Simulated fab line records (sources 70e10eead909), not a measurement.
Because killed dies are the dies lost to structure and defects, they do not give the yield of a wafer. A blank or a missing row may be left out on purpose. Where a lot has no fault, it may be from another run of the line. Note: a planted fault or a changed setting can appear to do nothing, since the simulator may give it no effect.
Struck lot and sound lot, side by side :: flow nandHarc :: 15 steps out of a route of 1159
Sound: these wafers, L953.2, L953.4, L953.6. Struck: wafer L942.4 (left out: L942.3, L942.6 of the same lot, which were not struck); the cause appears at the end.
For every step that has rows: the tool of each side, followed by ch and its chambers, followed by its first start. Under that, the readings that differ: sound wafers :: struck wafers :: difference of the means :: sigmas: that difference in standard deviations of wafers without a fault.
alike: words and numbers the same on both sides, and readings whose means are apart by under 2 such deviations; not compared: readings that were withheld, readings missing a value for some wafer, numbers with overlapping values and no deviation given by the record, and bounds like >300 which may hide the same value.
The two part at a step that has a row with sigmas, a row that says differs or no value, or rows on one side only. When numbers do not overlap yet have no deviation, they are printed without sigmas and do not part them. A reading that every wafer of one side lacks parts them only if that side has two wafers or more.

first, 5 steps without rows for these wafers: NHARC_A_SGD_CUT_SOFTBAKE_04 (time 55 s); NHARC_A_SGD_CUT_EBR_05; NHARC_A_SGD_CUT_EXPOSE_06 (exposes mask SGD); NHARC_A_SGD_CUT_PEB_07 (peb time 65 s); NHARC_A_SGD_CUT_DEVELOP_08 (develop time 35 s).
NHARC_A_SGD_CUT_CD_MEAS_09: the cd target is 100 nm.
  sound on cdSem-02 ch 0, day 18 00:38; struck on cdSem-01 ch 0, day 15 22:17
  alike: cdNm
NHARC_A_SGD_CUT_OVL_MEAS_10:
  sound on overlay-02, day 18 00:43; struck on overlay-02, day 15 22:22
  alike: overlayXNm, overlayYNm
NHARC_A_SGD_CUT_INSPECT_11:
  sound on defectInspect-02, day 18 00:45; struck on defectInspect-02, day 15 22:24
reading: rawDefectCount
sound: 27 24 30
struck: 6
difference: -21
sigmas: -2
NHARC_A_SGD_CUT_DESCUM_14: chemistry O2, time 3 s.
  sound on rieDiel-13 ch 0,3, day 18 00:49; struck on rieDiel-01 ch 1, day 15 22:28
  alike: drypumpMotorCurrentA, oesProductAu, rfVppV, showerheadPlenumPTorr, throttleValvePct
  not compared: rfHoursCounterH
NHARC_A_SGD_CUT_ETCH_58: etches the open film in CF4, target depth 39 nm, time 65 s.
  sound on rieDiel-13 ch 0,2,3, day 18 00:55; struck on rieDiel-01 ch 1, day 15 22:34
reading: runLengthS (s)
sound: 87.4 86.0 86.0
struck: 85.3
difference: -1.2
sigmas: -2
  alike: drypumpMotorCurrentA, oesProductAu, rfFwdPowerW, rfVppV, showerheadPlenumPTorr, throttleValvePct
  not compared: rfHoursCounterH
NHARC_A_SGD_CUT_ETCH_59: etches the open film in N2/H2, target depth 260 nm, time 406.25 s.
  sound on rieDiel-13 ch 0,2; struck on rieDiel-01 ch 3
  alike: drypumpMotorCurrentA, oesProductAu, rfFwdPowerW, rfVppV, runLengthS, showerheadPlenumPTorr, throttleValvePct
  not compared: rfHoursCounterH
NHARC_A_SGD_CUT_ETCH_15: etches the open film in CH3F/O2, target depth 75 nm, time 64.3 s.
  sound on rieDiel-13 ch 1,2; struck on rieDiel-01 ch 1
reading: drypumpMotorCurrentA (A)
sound: 4.8 5.4 4.8
struck: 6.6
difference: +1.6
sigmas: +3
  alike: oesProductAu, rfFwdPowerW, rfVppV, runLengthS, showerheadPlenumPTorr, throttleValvePct
  not compared: rfHoursCounterH
NHARC_A_SGD_CUT_ETCH_16: etches the open film in C4F8/O2/Ar, target depth 310.5 nm, time 155.2 s.
  sound on rieDiel-13 ch 0,1, day 18 01:26; struck on rieDiel-01 ch 3, day 15 23:08
reading: runLengthS (s)
sound: 176.3 176.6 176.4
struck: 151.5
difference: -24.9
sigmas: -51
  alike: oesProductAu, rfVppV
  not compared: rfFwdPowerW, rfHoursCounterH
then, 1 step without rows for these wafers: NHARC_A_SGD_CUT_STRIP_60 (strips in C4F8/O2/Ar).
-- break in the record here, with 6 days between the starts of the struck wafers on either side (left off in module A_SGD_CUT, picked up again in module END, where the first step shown is number 1159 on the route) --
NHARC_END_SORT_01:
  at this point the record logs the struck wafers (prober-02 ch 0, day 22 09:30) and has no rows for the sound ones

== WHERE THEY PART ==
Earliest at NHARC_A_SGD_CUT_INSPECT_11; latest, in this record, at NHARC_END_SORT_01.

WHY: what had been put in by the simulator
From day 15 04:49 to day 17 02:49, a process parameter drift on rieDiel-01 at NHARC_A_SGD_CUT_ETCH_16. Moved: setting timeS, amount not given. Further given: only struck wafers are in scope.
